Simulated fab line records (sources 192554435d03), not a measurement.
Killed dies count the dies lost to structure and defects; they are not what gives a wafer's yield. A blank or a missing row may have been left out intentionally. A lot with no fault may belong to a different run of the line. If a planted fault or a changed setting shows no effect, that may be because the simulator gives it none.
Split-lot experiment -- flow n5 finfet -- 21 wafers read across 7 lots, on a route 1938 steps long

## ABOUT THE SPLIT
At N5_BEOL_M1_ILD_DEP_00 (deposits SiOC from DEMS/O2, target thk 79 nm, time 15.3 s), the setting time s was moved away from the recipe's 15.3 s on 11 of the 21 wafers read, by -7.1% to +12.7%. For the rest of the wafers, this setting stayed at what the recipe calls for.

There is no step in the file separating the split from the reading.

## THE READING
M1_ILD_THK at N5_BEOL_M1_THK_MEAS_01, in nm. Typical for fault-free wafers on this fab line: 79.4 nm, with standard deviation 1 nm.

wafer,"tool, chamber at the split","time s as run, s",against the recipe,"M1_ILD_THK, nm",against lot-mates on the recipe
L077.1,"pecvd-04, 0",15.3,recipe,77.8,-
L077.2,"pecvd-04, 1",17.25,+12.7%,87.6,+9.8
L077.3,"pecvd-04, 2",17.25,+12.7%,88.2,+10.4
L081.1,"pecvd-03, 2",14.54,-5.0%,74.9,-6.2
L081.4,"pecvd-03, 2",15.3,recipe,81.1,-
L081.5,"pecvd-03, 1",14.54,-5.0%,75.3,-5.8
L084.4,"pecvd-04, 1",14.21,-7.1%,73.3,-5.3
L084.5,"pecvd-04, 0",15.3,recipe,78.6,-
L084.6,"pecvd-04, 2",14.21,-7.1%,75.3,-3.3
L086.1,"pecvd-04, 2",16.05,+4.9%,83.4,+3.6
L086.3,"pecvd-04, 0",15.3,recipe,78.7,-
L086.5,"pecvd-04, 2",15.3,recipe,81.0,-
L088.4,"pecvd-03, 2",14.65,-4.2%,77.8,-2.9
L088.5,"pecvd-03, 2",15.3,recipe,80.7,-
L088.6,"pecvd-03, 0",14.65,-4.2%,77.5,-3.2
L091.1,"pecvd-03, 0",15.3,recipe,79.0,-
L091.2,"pecvd-03, 1",15.3,recipe,77.9,-
L091.5,"pecvd-03, 2",15.3,recipe,80.2,-
L094.1,"pecvd-04, 0",15.3,recipe,77.5,-
L094.3,"pecvd-04, 0",14.68,-4.1%,75.9,-1.6
L094.5,"pecvd-04, 0",14.68,-4.1%,75.6,-1.9

THE FIT
A straight line over all 21 wafers: M1_ILD_THK changes by +0.694 nm for each +1% of time s; r = +0.96; the points scatter about the line by 1.2 nm.
The same after taking each lot's own level away (the mean of its wafers on the recipe; 21 wafers): +0.768 nm for each +1%; r = +0.97; scatter 1.1 nm.
The reading moves by 9.8 nm for the largest change in time s, on that fit.
The span of the lots' own levels, 77.50 to 81.10 nm, comes to 3.6 times the standard deviation stated above.
Hence the lot-to-lot level has little effect on the slope; both slopes agree.
Check: with one of the wafers moved furthest among these (+12.7%) left out of the fit, the line predicts +9.89 nm for it against its lot-mates. It came out at +9.8 nm against them.

## THE WHOLE CHAIN: every reading that the file lists as answering this split, in the file's order
step,what it does,reading,change (the file's fit),r (the file's)
N5_BEOL_M1_ILD_DEP_00,"deposits SiOC from DEMS/O2, target thk 79 nm, time 15.3 s","SiOC_of_BEOL_M1_ILD_DEP_00.thk nm (the simulator's own value, which no gauge read)",+0.766 nm for each +1% of the setting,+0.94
N5_BEOL_M1_THK_MEAS_01,,M1_ILD_THK,+0.765 for each +1% of the setting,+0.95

## THE FILE'S OWN FIT
M1_ILD_THK changes by +0.765 nm for each +1% of time s, r = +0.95.
